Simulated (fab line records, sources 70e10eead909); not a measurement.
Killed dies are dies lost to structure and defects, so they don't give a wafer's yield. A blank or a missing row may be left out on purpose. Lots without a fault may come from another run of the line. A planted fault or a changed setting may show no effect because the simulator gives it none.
Which tool did it? | flow nand_harc | 13 lots, 39 wafers sampled, at 5 steps of a route of 1159

WHAT THE GAUGES READ, wafer by wafer
NHARC_END_SORT_01. Usual: killed_at_array 26, standard deviation 9.7; killed_at_other 1.0, standard deviation 1.2; killed_at_periphery 3.9, standard deviation 2.6; killed_dies 31, standard deviation 9.7; killed_open 3.2, standard deviation 1.8; killed_short 2.0, standard deviation 1.3.
lot  | measured     | on        | killed_at_array | killed_at_other | killed_at_periphery | killed_dies | killed_open | killed_short | flag
L471 | day 21 12:04 | prober-02 | 673 671 673     | 0 1 2           | 4 5 2               | 677 677 677 | 3 6 3       | 0 2 2        | OFF
L472 | day 21 16:19 | prober-01 | 671 676 673     | 2 1 2           | 4 0 2               | 677 677 677 | 7 4 1       | 2 2 0        | OFF
L473 | day 21 05:54 | prober-02 | 675 674 668     | 0 0 1           | 2 3 8               | 677 677 677 | 5 3 4       | 2 2 2        | OFF

WHICH TOOL RAN EACH LOT (tool, then ch and the chambers of the sampled wafers, then the start)
lot  | NHARC_A_STAIRCASE_HM_OPEN_460                 | NHARC_A_STAIRCASE_HM_DEP_462  | NHARC_A_STAIRCASE_ETCH_315                    | NHARC_A_STAIRCASE_ALD_420
L463 | rie_diel-13 ch 0,2, day 11 21:32 or earlier   | acl_dep-03 ch 0, day 11 21:32 | rie_diel-12 ch 1,2,3, day 12 08:18 or earlier | ald_hk-03 ch 0,2, day 12 08:18
L464 | rie_diel-12 ch 1,2,3, day 12 07:38 or earlier | acl_dep-01 ch 0, day 12 07:38 | rie_diel-01 ch 0,2,3, day 12 19:07 or earlier | ald_hk-03 ch 0,2,3, day 12 19:07
L468 | rie_diel-13 ch 0,3, day 13 02:32 or earlier   | acl_dep-01 ch 0, day 13 02:32 | rie_diel-01 ch 0,1,3, day 13 15:32 or earlier | ald_hk-04 ch 0,1,2, day 13 15:32
L471 | rie_diel-01 ch 1,2, day 13 19:49 or earlier   | acl_dep-01 ch 0, day 13 19:49 | rie_diel-01 ch 1,2, day 14 08:06 or earlier   | ald_hk-03 ch 1,3, day 14 08:06
L472 | rie_diel-01 ch 0,1,2, day 13 22:37 or earlier | acl_dep-02 ch 0, day 13 22:37 | rie_diel-12 ch 1,2,3, day 14 08:06 or earlier | ald_hk-02 ch 0,3, day 14 08:06
L473 | rie_diel-12 ch 1,2,3, day 13 23:11 or earlier | acl_dep-01 ch 0, day 13 23:11 | rie_diel-13 ch 1,3, day 14 08:16 or earlier   | ald_hk-04 ch 0,2,3, day 14 08:16
L478 | rie_diel-01 ch 0,1,2, day 15 16:01 or earlier | acl_dep-03 ch 0, day 15 16:01 | rie_diel-01 ch 0,1,3, day 16 05:08 or earlier | ald_hk-02 ch 0,1,2, day 16 05:08
L480 | rie_diel-01 ch 0,1,2, day 15 22:27 or earlier | acl_dep-03 ch 0, day 15 22:27 | rie_diel-13 ch 1,2, day 16 08:10 or earlier   | ald_hk-03 ch 2,3, day 16 08:10
L479 | rie_diel-12 ch 0,2,3, day 16 01:08 or earlier | acl_dep-01 ch 0, day 16 01:08 | rie_diel-01 ch 0,1,3, day 16 12:17 or earlier | ald_hk-02 ch 1,2,3, day 16 12:17
L481 | rie_diel-12 ch 0,2, day 16 03:48 or earlier   | acl_dep-03 ch 0, day 16 03:48 | rie_diel-01 ch 0,1, day 16 12:08 or earlier   | ald_hk-03 ch 0,1, day 16 12:08
L483 | rie_diel-12 ch 1,2,3, day 16 11:55 or earlier | acl_dep-01 ch 0, day 16 11:55 | rie_diel-13 ch 0,1,3, day 16 22:08 or earlier | ald_hk-03 ch 0,1, day 16 22:08
L484 | rie_diel-13 ch 1,2, day 16 21:38 or earlier   | acl_dep-03 ch 0, day 16 21:38 | rie_diel-13 ch 2,3, day 17 10:21 or earlier   | ald_hk-03 ch 1,2, day 17 10:21
L486 | rie_diel-13 ch 0,2,3, day 17 11:44 or earlier | acl_dep-02 ch 0, day 17 11:44 | rie_diel-13 ch 1,2, day 17 23:37 or earlier   | ald_hk-02 ch 1,3, day 17 23:37
- NHARC_A_STAIRCASE_HM_OPEN_460: chemistry O2/COS.
- NHARC_A_STAIRCASE_HM_DEP_462: deposits aC, target thk 800 nm.
- NHARC_A_STAIRCASE_ETCH_315: etches the open film in C4F8/O2/Ar, target depth 2500 nm, time 607.1 s.
- NHARC_A_STAIRCASE_ALD_420: deposits SiO2, target thk 20 nm, pulse time 6 s, ald cycles 200.

WHAT THE TOOLS THEMSELVES READ (means of the sampled wafers that have a number; where no wafer has one, the mark that the record gives instead)
NHARC_A_STAIRCASE_HM_OPEN_460. Usual: drypump_motor_current_A 5.8 A, standard deviation 0.41; oes_product_au 1.005 a.u., standard deviation 0.015; rf_vpp_V 467 V, standard deviation 4.1; showerhead_plenum_p_Torr 3.12 Torr, standard deviation 0.19; throttle_valve_pct 28.330 %, standard deviation 0.0094.
lot  | tool        | drypump_motor_current_A (A) | oes_product_au (a.u.) | rf_vpp_V (V) | showerhead_plenum_p_Torr (Torr) | throttle_valve_pct (%) | flag
L463 | rie_diel-13 | 6.1                         | 1.020                 | 466          | 3.06                            | 28.330                 |
L464 | rie_diel-12 | 6.1                         | 1.010                 | 464          | 2.97                            | 28.319                 |
L468 | rie_diel-13 | 5.7                         | 1.027                 | 471          | 3.31                            | 28.333                 |
L471 | rie_diel-01 | 5.8                         | 0.976                 | 471          | 3.26                            | 28.338                 |
L472 | rie_diel-01 | 5.7                         | 0.982                 | 467          | 3.11                            | 28.325                 |
L473 | rie_diel-12 | 6.1                         | 1.022                 | 465          | 2.96                            | 28.330                 |
L478 | rie_diel-01 | 5.7                         | 1.006                 | 471          | 3.26                            | 28.332                 |
L480 | rie_diel-01 | 5.7                         | 0.985                 | 470          | 3.26                            | 28.322                 |
L479 | rie_diel-12 | 5.8                         | 1.003                 | 466          | 3.06                            | 28.338                 |
L481 | rie_diel-12 | 5.9                         | 1.004                 | 466          | 3.06                            | 28.317                 |
L483 | rie_diel-12 | 6.1                         | 1.010                 | 464          | 2.95                            | 28.324                 |
L484 | rie_diel-13 | 6.1                         | 1.013                 | 465          | 3.01                            | 28.331                 |
L486 | rie_diel-13 | 6.1                         | 1.003                 | 468          | 3.15                            | 28.324                 |

NHARC_A_STAIRCASE_HM_DEP_462. Usual: throttle_valve_pct 35.000 %, standard deviation 0.0083.
lot  | tool       | throttle_valve_pct (%) | flag
L463 | acl_dep-03 | 35.000                 |
L464 | acl_dep-01 | 35.009                 |
L468 | acl_dep-01 | 34.993                 |
L471 | acl_dep-01 | 34.995                 |
L472 | acl_dep-02 | 35.004                 |
L473 | acl_dep-01 | 34.994                 |
L478 | acl_dep-03 | 34.995                 |
L480 | acl_dep-03 | 35.004                 |
L479 | acl_dep-01 | 35.002                 |
L481 | acl_dep-03 | 34.997                 |
L483 | acl_dep-01 | 35.006                 |
L484 | acl_dep-03 | 34.996                 |
L486 | acl_dep-02 | 34.997                 |

NHARC_A_STAIRCASE_ETCH_315. Usual: oes_product_au 0.937 a.u., standard deviation 0.015; rf_vpp_V 1825 V, standard deviation 15.
lot  | tool        | oes_product_au (a.u.) | rf_vpp_V (V) | flag
L463 | rie_diel-12 | 0.946                 | 1813         |
L464 | rie_diel-01 | 0.925                 | 1811         |
L468 | rie_diel-01 | 0.928                 | 1814         |
L471 | rie_diel-01 | 0.900                 | 1830         |
L472 | rie_diel-12 | 0.954                 | 1814         |
L473 | rie_diel-13 | 0.934                 | 1837         |
L478 | rie_diel-01 | 0.919                 | 1827         |
L480 | rie_diel-13 | 0.950                 | 1828         |
L479 | rie_diel-01 | 0.918                 | 1828         |
L481 | rie_diel-01 | 0.919                 | 1837         |
L483 | rie_diel-13 | 0.944                 | 1839         |
L484 | rie_diel-13 | 0.957                 | 1827         |
L486 | rie_diel-13 | 0.933                 | 1817         |

NHARC_A_STAIRCASE_ALD_420. Usual: heater_power_outer_w 271 W, standard deviation 33; heater_power_w 484 W, standard deviation 56; precursor_pulse_height_rel 1.001, standard deviation 0.019.
lot  | tool      | heater_power_outer_w (W) | heater_power_w (W) | precursor_pulse_height_rel | flag
L463 | ald_hk-03 | 264                      | 445                | 1.012                      |
L464 | ald_hk-03 | 274                      | 459                | 1.021                      |
L468 | ald_hk-04 | 264                      | 453                | 0.988                      |
L471 | ald_hk-03 | -                        | -                  | -                          | OFF
L472 | ald_hk-02 | -                        | -                  | -                          | OFF
L473 | ald_hk-04 | -                        | -                  | -                          | OFF
L478 | ald_hk-02 | 278                      | 517                | 0.995                      |
L480 | ald_hk-03 | 281                      | 480                | 0.993                      |
L479 | ald_hk-02 | 241                      | 461                | 0.986                      |
L481 | ald_hk-03 | 272                      | 468                | 1.015                      |
L483 | ald_hk-03 | 270                      | 507                | 1.003                      |
L484 | ald_hk-03 | 275                      | 511                | 1.016                      |
L486 | ald_hk-02 | 232                      | 440                | 1.000                      |

THE ANSWER, worked out from the rows above alone
Rule: a lot is off if the mean of its wafers that have a number lies more than 3 standard deviations from the usual mean. A lot without any number at a reading at which 4 lots or more have one is off too. The other lots that the step has rows for count as sound. The gauges are gone through in route order, then the tools' own readings, and for those a lot's mean is taken as printed above. The first step at which some lot is off is used, and at that step the reading that is off furthest; a lot without a number counts as furthest.
Off: L471, L472, L473, at NHARC_END_SORT_01 (killed_at_array). Neither off nor sound, because the step has no rows for them: L463, L464, L468, L478, L480, L479, L481, L483, L484, L486.
A tool fits if, at a process step before that reading, it ran every lot that is off, and no sound lot after the first of them. The gauges at NHARC_END_SORT_01 aren't tried: what is off there is off at NHARC_A_STAIRCASE_ALD_420 too, on other tools, and a gauge's error can't cause that. NHARC_A_STAIRCASE_HM_OPEN_460 gives no start for some lots, so the hours and the order of its lots are those of NHARC_A_STAIRCASE_HM_DEP_462. NHARC_A_STAIRCASE_ETCH_315 gives no start for some lots, so the hours and the order of its lots are those of NHARC_A_STAIRCASE_ALD_420. None of those tried fits.

WHAT THE SIMULATOR HAD PUT IN
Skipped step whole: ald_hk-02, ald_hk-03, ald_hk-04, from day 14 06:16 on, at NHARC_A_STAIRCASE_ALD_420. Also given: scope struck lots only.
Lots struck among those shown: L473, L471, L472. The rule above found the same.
